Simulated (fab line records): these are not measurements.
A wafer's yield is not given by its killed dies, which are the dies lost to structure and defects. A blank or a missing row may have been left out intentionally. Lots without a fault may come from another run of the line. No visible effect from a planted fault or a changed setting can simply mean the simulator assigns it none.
fab line records	flow n5-finfet
[record] lots = 6	wafers = 16	last-day = 17
route steps=1938 shown SDB@349 BEOL_M4@1111
lots that met no fault: from a run of the same line without faults
start-h: start of the lot's first displayed wafer, in hours after the record's first day	wait-h: hours elapsed since this lot's preceding step	" repeats the value in the row above	L1.1+2: one row covering several wafers at once	- either no value or no given start	* or withheld: withheld	< > ~ a bound
route shown NAME@n: NAME is a module with steps in the file, n the number in the route of the first one	usual: the fault-free wafers' mean and standard deviation	same: alike in all rows	chamber/n: place in a boat	sites: readings site by site	_std_site: how widely they spread, as a standard deviation	_edge_site: the outer-site mean with the inner-site mean subtracted	radius-mm: for every site, how far away it sits from the centre of the wafer	mask NAME#n: copy n	behind: tool/chamber where the wafer was last shaped	hold: why the lot went on hold/how many hours it stayed there/how the hold came to an end	device: transistor that didn't switch, given as n, p or np	end of line: tests run on the same wafers once the route is complete	a step with no rows: only its recipe	killed: the dies lost at the first sort to structure and to defects; this is not the yield of the wafer	map: a wafer's dies, marking killed ones x, the rest . and places with no die _
set.NAME: the setting as run; set.NAME@STEP: as run at that earlier step	model.NAME: the simulator's own value behind a step, which no gauge read
a table for each step, a row for each wafer; lots at some steps of the route
services: the hour from which a tool's chamber was out of use, counted from the record's first day as start-h (under 0 if before that day), plus the number of hours and why
[[steps]]
[step N5_SDB_COAT_04]
[recipe] resist = SiARC	temp-c = 220	time-s = 60	spin-rpm = 1500	resist-thk-nm = 18
[step N5_SDB_COAT_05]
[recipe] resist = CAR-ArF	spin-rpm = 1500	resist-thk-nm = 90
[step N5_SDB_EBR_07]
[recipe] solvent = PGMEA	ebr-width-mm = 1.5
[step N5_SDB_SOFTBAKE_06]
[recipe] temp-c = 110	time-s = 60	resist = CAR-ArF
[step N5_SDB_EXPOSE_08]
[recipe] mask-id = SDB	na = 1.35	source-shape = conventional	sigma-outer = 0.5	polarization = unpolarized	dose-mj = 49.6
[step N5_SDB_PEB_09]
[recipe] peb-temp-c = withheld	peb-time-s = 60	resist = CAR-ArF
[step N5_SDB_DEVELOP_10]
[recipe] develop-time-s = 30	developer = TMAH	resist = CAR-ArF	rinse-liquid = diw	dry = air-spin	dev-temp-c = 23
[step N5_SDB_CD_MEAS_11]
[recipe] target-cd-nm = 50	landing-energy-ev = 500	detector = se-inlens	polarity = opening
[usual] cd-nm = 50.0/1.1
lot.wafer	tool	chamber	start-h	wait-h	cd-nm
L411.2	cd-sem-02	0	116.04	-	49.7
L411.3	"	0	"	"	50.8
L411.6	"	0	"	"	49.4
L412.1	cd-sem-01	0	118.03	-	49.3
L412.2	"	0	"	"	49.4
L412.4	"	0	"	"	48.3
L414.2	cd-sem-02	0	132.06	-	49.1
L414.3	"	0	"	"	48.2
L416.2	cd-sem-02	0	148.26	-	49.4
L416.3	"	0	"	"	50.0
L422.3	cd-sem-01	0	181.38	-	51.1
L422.4	"	0	"	"	50.9
L422.5	"	0	"	"	49.7
L423.1	cd-sem-01	0	187.99	-	48.0
L423.2	"	0	"	"	50.3
L423.5	"	0	"	"	50.9
[step N5_SDB_OVL_MEAS_12]
[recipe] points-per-wafer = 44
[usual] SDB_OVL = 0.0/0.66
lot.wafer	tool	chamber	start-h	wait-h	SDB_OVL[nm]
L411.2	overlay-01	0	116.07	0.0	-0.1
L411.3	"	0	"	"	1.2
L411.6	"	0	"	"	-0.2
L412.1	overlay-01	0	118.06	0.0	-0.7
L412.2	"	0	"	"	2.1
L412.4	"	0	"	"	0.5
L414.2	overlay-01	0	132.09	0.0	0.5
L414.3	"	0	"	"	-0.8
L416.2	overlay-01	0	148.28	0.0	-0.9
L416.3	"	0	"	"	-0.2
L422.3	overlay-01	0	181.41	0.0	0.3
L422.4	"	0	"	"	-0.5
L422.5	"	0	"	"	0.0
L423.1	overlay-02	0	188.02	0.0	1.3
L423.2	"	0	"	"	-0.4
L423.5	"	0	"	"	0.4
[step N5_SDB_INSPECT_13]
[recipe] mode = adi	inspect-instrument = brightfield
[usual] raw-defect-count = 66/30
lot.wafer	tool	chamber	start-h	wait-h	raw-defect-count
L411.2	defect-inspect-02	-	116.10	0.0	58
L411.3	"	-	"	"	87
L411.6	"	-	"	"	59
L412.1	defect-inspect-01	-	118.09	0.0	42
L412.2	"	-	"	"	18
L412.4	"	-	"	"	25
L414.2	defect-inspect-01	-	132.11	0.0	77
L414.3	"	-	"	"	91
L416.2	defect-inspect-01	-	148.31	0.0	76
L416.3	"	-	"	"	53
L422.3	defect-inspect-02	-	181.43	0.0	52
L422.4	"	-	"	"	43
L422.5	"	-	"	"	25
L423.1	defect-inspect-02	-	188.04	0.0	47
L423.2	"	-	"	"	54
L423.5	"	-	"	"	66
[step N5_SDB_DESCUM_16]
[recipe] chemistry = O2	time-s = 7.9	source-power-w = 50	bias-power-w = 20	pressure-mtorr = 20	rf-frequency-hz = 2.712e+07	temp-c = 40	resist = CAR-ArF	o2-flow-sccm = 225
[usual] chamber-pressure-mTorr = 20.000/0.017	drypump-motor-current-A = 5.6/0.52	oes-product-au = 0.75/0.081	rf-vpp-V = 242.9/1.5	showerhead-plenum-p-Torr = 2.09/0.087	throttle-valve-pct = 20.42/0.23
lot.wafer	tool	chamber	start-h	wait-h	chamber-pressure-mTorr	drypump-motor-current-A	oes-product-au	rf-hours-counter-h	rf-vpp-V	showerhead-plenum-p-Torr	throttle-valve-pct
L411.2	rie-diel-01	0	116.15	0.1	20.015	6.0	0.71	184	244.7	2.20	20.66
L411.3	"	3	"	"	20.031	5.7	0.65	245	241.7	2.08	20.59
L411.6	"	1	"	"	19.991	5.9	0.73	-	243.8	2.18	20.51
L412.1	rie-diel-03	1	118.46	0.4	19.985	5.4	0.92	2	242.7	2.06	19.93
L412.2	"	2	"	"	19.996	4.7	0.70	224	241.5	2.07	20.45
L412.4	"	0	"	"	19.999	5.2	0.69	248	241.4	1.96	20.35
L414.2	rie-diel-01	0	132.22	0.1	19.998	6.0	0.70	191	245.6	2.20	20.68
L414.3	"	3	"	"	20.002	5.7	0.67	253	243.9	2.08	20.59
L416.2	rie-diel-01	1	148.34	0.0	20.003	5.9	0.73	169	243.5	2.18	20.52
L416.3	"	2	"	"	20.001	5.6	0.99	5	245.9	2.25	20.11
L422.3	rie-diel-03	2	181.47	0.0	20.014	4.7	0.69	249	242.2	2.06	20.49
L422.4	"	1	"	"	19.992	5.4	0.85	27	241.4	2.05	19.96
L422.5	"	0	"	"	20.045	5.2	0.89	-	244.1	2.21	20.06
L423.1	rie-diel-05	2	188.07	0.0	20.004	6.3	0.70	199	240.9	1.98	20.68
L423.2	"	0	"	"	19.983	5.2	0.69	188	243.3	2.06	20.04
L423.5	"	1	"	"	19.982	5.4	0.71	-	242.4	2.09	20.66
[step N5_SDB_ETCH_17]
[recipe] chemistry = CF4	target = SiARC	target-depth-a = 234	mask-material = CAR-ArF	time-s = 39	ion-energy-ev = 80	pressure-mtorr = 40	source-w = 545	bias-w = 36	Ar_flow_sccm = 100	cf4-flow-sccm = 100	ends = cleared
[usual] bias-w = 36.01/0.1	cf4-flow-sccm = 100.0/0.3	chamber-pressure-mTorr = 40.00/0.038	drypump-motor-current-A = 5.6/0.52	etch-rf-on-time-s = 39.0/1.2	oes-product-au = 0.65/0.073	rf-vpp-V = 184.1/1.2	showerhead-plenum-p-Torr = 2.14/0.077	throttle-valve-pct = 15.59/0.21
lot.wafer	tool	chamber	start-h	wait-h	bias-w	cf4-flow-sccm	chamber-pressure-mTorr	drypump-motor-current-A	etch-rf-on-time-s	oes-product-au	rf-hours-counter-h	rf-vpp-V	showerhead-plenum-p-Torr	throttle-valve-pct
L411.2	rie-diel-01	0	116.18	0.0	35.99	100.1	39.98	6.0	39.9	0.60	184	184.1	2.20	15.59
L411.3	"	3	"	"	35.77	99.7	39.96	5.7	41.1	0.56	245	183.2	2.11	15.70
L411.6	"	1	"	"	36.15	100.7	40.05	5.9	39.3	0.62	-	185.3	2.21	15.66
L412.1	rie-diel-03	1	118.49	0.0	35.95	100.1	40.02	5.4	37.8	0.82	2	183.4	2.10	15.05
L412.2	"	2	"	"	35.91	100.1	40.02	4.7	38.6	0.61	224	183.8	2.11	15.62
L412.4	"	0	"	"	35.99	99.8	40.00	5.2	39.0	0.59	248	182.9	2.04	15.80
L414.2	rie-diel-01	0	132.26	0.0	36.00	100.3	39.95	6.0	39.7	0.60	191	185.3	2.20	15.60
L414.3	"	3	"	"	35.94	100.1	39.99	5.8	41.1	0.55	253	183.6	2.11	15.71
L416.2	rie-diel-01	1	148.38	0.0	36.02	99.8	39.94	5.9	39.6	0.61	169	185.6	2.21	15.69
L416.3	"	2	"	"	36.14	99.7	40.03	5.6	38.0	0.83	5	186.4	2.29	15.19
L422.3	rie-diel-03	2	181.50	0.0	35.87	100.2	40.01	4.7	38.5	0.59	249	184.0	2.10	15.68
L422.4	"	1	"	"	35.97	99.6	39.95	5.4	37.9	0.76	27	184.3	2.09	15.09
L422.5	"	0	"	"	36.01	99.6	40.01	5.2	40.0	0.77	-	183.7	2.29	15.33
L423.1	rie-diel-05	2	188.11	0.0	35.96	99.9	40.01	6.2	37.9	0.61	199	184.0	2.05	15.90
L423.2	"	0	"	"	36.09	100.2	40.03	5.2	41.1	0.59	188	184.3	2.13	15.49
L423.5	"	1	"	"	35.90	100.4	39.97	5.4	40.9	0.61	-	183.7	2.10	15.66
[step N5_SDB_ETCH_18]
[recipe] chemistry = N2/H2	target = SOC	target-depth-a = 1000	overetch-a = 200	mask-material = SiARC	temp-c = 40	time-s = 150	ion-energy-ev = 200	pressure-mtorr = 30	source-w = 840	bias-w = 150	n2-flow-sccm = 200	h2-flow-sccm = 200
[usual] bias-w = 149.9/0.46	chamber-pressure-mTorr = 30.000/0.027	drypump-motor-current-A = 5.6/0.51	oes-product-au = 0.68/0.071	rf-vpp-V = 523.7/2.8	showerhead-plenum-p-Torr = 2.53/0.099	throttle-valve-pct = 17.77/0.27
lot.wafer	tool	chamber	start-h	wait-h	bias-w	chamber-pressure-mTorr	drypump-motor-current-A	oes-product-au	rf-hours-counter-h	rf-vpp-V	showerhead-plenum-p-Torr	throttle-valve-pct	model.SiARC_of_SDB_COAT_04.thk-nm
L411.2	rie-diel-01	0	116.22	0.0	149.9	30.021	6.0	0.64	184	525.9	2.64	17.90	12.8
L411.3	"	3	"	"	150.2	29.970	5.7	0.60	245	522.4	2.50	17.83	13
L411.6	"	1	"	"	150.2	29.988	5.9	0.66	-	527.6	2.64	17.84	12.6
L412.1	rie-diel-03	1	118.53	0.0	150.3	30.054	5.4	0.85	2	521.0	2.48	17.13	12.6
L412.2	"	2	"	"	150.5	30.023	4.7	0.63	224	521.6	2.52	17.92	12.8
L412.4	"	0	"	"	149.7	30.054	5.2	0.62	248	519.1	2.38	17.88	12.8
L414.2	rie-diel-01	0	132.29	0.0	150.9	29.958	6.0	0.58	191	526.9	2.64	17.90	12
L414.3	"	3	"	"	150.2	29.982	5.7	0.60	253	522.2	2.50	17.83	13
L416.2	rie-diel-01	1	148.41	0.0	149.9	29.997	5.9	0.60	169	526.2	2.63	17.87	11.8
L416.3	"	2	"	"	150.3	30.003	5.5	0.85	5	528.0	2.71	17.27	12.6
L422.3	rie-diel-03	2	181.54	0.0	150.5	30.026	4.7	0.61	249	523.3	2.51	17.94	12.8
L422.4	"	1	"	"	150.2	30.013	5.4	0.78	27	522.5	2.47	17.17	12.6
L422.5	"	0	"	"	150.1	30.045	5.2	0.82	-	528.4	2.69	17.51	13
L423.1	rie-diel-05	2	188.15	0.0	149.9	30.008	6.2	0.63	199	522.9	2.43	18.20	13
L423.2	"	0	"	"	149.9	30.018	5.2	0.64	188	523.9	2.52	17.48	13.4
L423.5	"	1	"	"	149.6	30.009	5.4	0.65	-	522.8	2.50	17.80	13.2
[step N5_SDB_STRIP_19]
[recipe] chemistry = N2/H2	temp-c = 40	n2-flow-sccm = 200	h2-flow-sccm = 200	rf-frequency-hz = 6e+07
[step N5_BEOL_M4_RC_MEAS_101]
[usual] DIBL_N = 37.0/2.3	DIBL_P = 37.3/2.8	IOFF_N = 0.17/0.046	IOFF_P = 0.23/0.054	ION_N = 675/14	ION_P = 460/9.3	SS_N = 71.7/0.73	SS_P = 73.6/0.95	VT_N = 249/3.9	VT_P = -250/3.9
lot.wafer	tool	chamber	start-h	wait-h	DIBL_N[mV/V]	DIBL_P[mV/V]	IOFF_N[nA/um]	IOFF_P[nA/um]	ION_N[uA/um]	ION_P[uA/um]	SS_N[mV/dec]	SS_P[mV/dec]	VT_N[mV]	VT_P[mV]
L411.2	prober-01	0	222.07	0.2	38.3	39.4	0.18	0.25	682	467	71.4	74.4	250	-247
L411.3	"	0	"	"	34.8	35.4	0.12	0.18	660	459	71.0	72.6	251	-253
L411.6	"	0	"	"	34.6	34.6	0.11	0.17	643	453	70.5	72.4	258	-253
L412.1	prober-02	0	222.25	0.0	41.1	40.8	0.26	0.35	680	466	73.5	75.3	245	-241
L412.2	"	0	"	"	36.6	36.5	0.16	0.24	683	471	71.4	73.0	250	-247
L412.4	"	0	"	"	34.0	33.0	0.12	0.19	646	451	71.2	71.9	252	-250
L414.2	prober-01	0	235.57	0.2	37.3	37.4	0.15	0.23	662	455	71.4	74.5	252	-248
L414.3	"	0	"	"	39.7	38.7	0.21	0.24	677	461	72.4	73.9	246	-251
L416.2	prober-02	0	251.04	0.2	37.3	39.3	0.23	0.29	695	473	71.2	74.5	241	-242
L416.3	"	0	"	"	35.5	37.2	0.19	0.25	679	470	71.1	73.6	243	-248
L422.3	prober-02	0	289.24	0.3	38.5	37.5	0.19	0.24	700	472	70.6	74.1	249	-247
L422.4	"	0	"	"	39.1	37.4	0.20	0.24	684	461	71.6	74.4	249	-248
L422.5	"	0	"	"	41.1	39.3	0.25	0.29	691	463	72.0	75.2	244	-247
L423.1	prober-01	0	301.78	0.0	34.9	34.2	0.13	0.16	656	450	71.0	71.9	256	-255
L423.2	"	0	"	"	36.4	37.6	0.16	0.20	681	464	71.2	73.6	252	-253
L423.5	"	0	"	"	33.0	33.7	0.11	0.16	664	457	70.9	72.2	255	-254
[[services]]
tool	chamber	start-h	hours	kind
rie-diel-05	1	93.44	4.1	repair
rie-diel-03	1	97.59	-	clean
rie-diel-03	1	97.59	-	consumable-replace:focus-ring
rie-diel-03	1	97.59	16.3	scheduled-down
rie-diel-03	1	97.59	16.3	vent-cycle
rie-diel-01	2	119.57	-	clean
rie-diel-01	2	119.57	-	consumable-replace:focus-ring
rie-diel-01	2	119.57	-	consumable-replace:showerhead
rie-diel-01	2	119.57	18.6	scheduled-down
rie-diel-01	2	119.57	18.6	vent-cycle
rie-diel-03	0	123.05	-	clean
rie-diel-03	0	123.05	-	consumable-replace:focus-ring
rie-diel-03	0	123.05	-	consumable-replace:showerhead
rie-diel-03	0	123.05	20.3	scheduled-down
rie-diel-03	0	123.05	20.3	vent-cycle
rie-diel-01	3	138.40	-	clean
rie-diel-01	3	138.40	-	consumable-replace:focus-ring
rie-diel-01	3	138.40	15.9	scheduled-down
rie-diel-01	3	138.40	15.9	vent-cycle
rie-diel-03	2	183.21	-	clean
rie-diel-03	2	183.21	-	consumable-replace:focus-ring
rie-diel-03	2	183.21	17.9	scheduled-down
rie-diel-03	2	183.21	17.9	vent-cycle
[[key]]
first-sign none at tools or gauges
[model-effect] step = N5_SDB_ETCH_18	value = SiARC_of_SDB_COAT_04.thk-nm	without = 12.7	struck = 11.9
met-at N5_SDB_ETCH_18
struck-wafers L414.2,L416.2
onset-between 116.22 132.29
[fault] kind = process-parameter-drift	tool = rie-diel-01	chamber = -	onset-h = 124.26	steps = N5_SDB_ETCH_18	channel = time-s	offset = *	shape = step	end-h = 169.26	scope = struck-wafers-only	acts-in = *	stated = *
